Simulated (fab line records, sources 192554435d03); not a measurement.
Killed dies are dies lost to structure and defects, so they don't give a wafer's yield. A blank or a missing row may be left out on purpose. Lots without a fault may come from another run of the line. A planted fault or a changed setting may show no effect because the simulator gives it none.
Chamber matching | flow n5_finfet | N5_FIN_SAQP_MANDREL2_REMOVE_60 on rie_si-05: 4 sister chambers
The step chemistry HBr/Cl2/O2, target a-Si, stops on SiNx, bt time 10 s. 8 wafers are shown with their chamber, then 7 later ones without.

WAFERS WITH THEIR CHAMBER
wafer  | chamber | drypump_motor_current_A (A) | throttle_valve_pct (%)
L074.4 | 2       | 5.5                         | 36.3
L076.5 | 3       | 5.2                         | 36.9
L078.1 | 1       | 5.3                         | 37.1
L082.1 | 0       | 5.8                         | 37.0
L082.2 | 3       | 5.2                         | 36.9
L082.3 | 2       | 5.5                         | 36.0
L085.4 | 0       | 5.9                         | 37.0
L085.5 | 1       | 5.3                         | 37.1

WAFERS WITHOUT THEIR CHAMBER
wafer  | drypump_motor_current_A (A) | throttle_valve_pct (%)
L085.6 | 5.5                         | 36.0
L088.1 | 5.3                         | 37.1
L088.3 | 5.5                         | 36.0
L088.4 | 5.9                         | 37.0
L097.1 | 5.4                         | 36.0
L097.2 | 5.3                         | 37.1
L097.4 | 5.2                         | 36.9

WHICH CHAMBER EACH WENT THROUGH
wafer  | from the rows above | in truth
L085.6 | 2                   | 2
L088.1 | 1                   | 1
L088.3 | 2                   | 2
L088.4 | 0                   | 0
L097.1 | 2                   | 2
L097.2 | 1                   | 1
L097.4 | 3                   | 3
Placed correctly: 7 of 7. Can't be placed from these rows: 0. Placed wrongly: 0.
How it was worked out, from the rows above alone: a wafer's distance from a chamber is the root of the sum, over the readings, of the square of ((its reading less the chamber's mean) divided by the reading's scatter). The wafer belongs to the nearest chamber; if the next one is less than 2 further off, it can't be placed. A chamber's mean is the mean of its shown wafers. The scatter: the root of (the sum of the squares of (reading less its chamber's mean) over the shown wafers, divided by (wafers less chambers)).
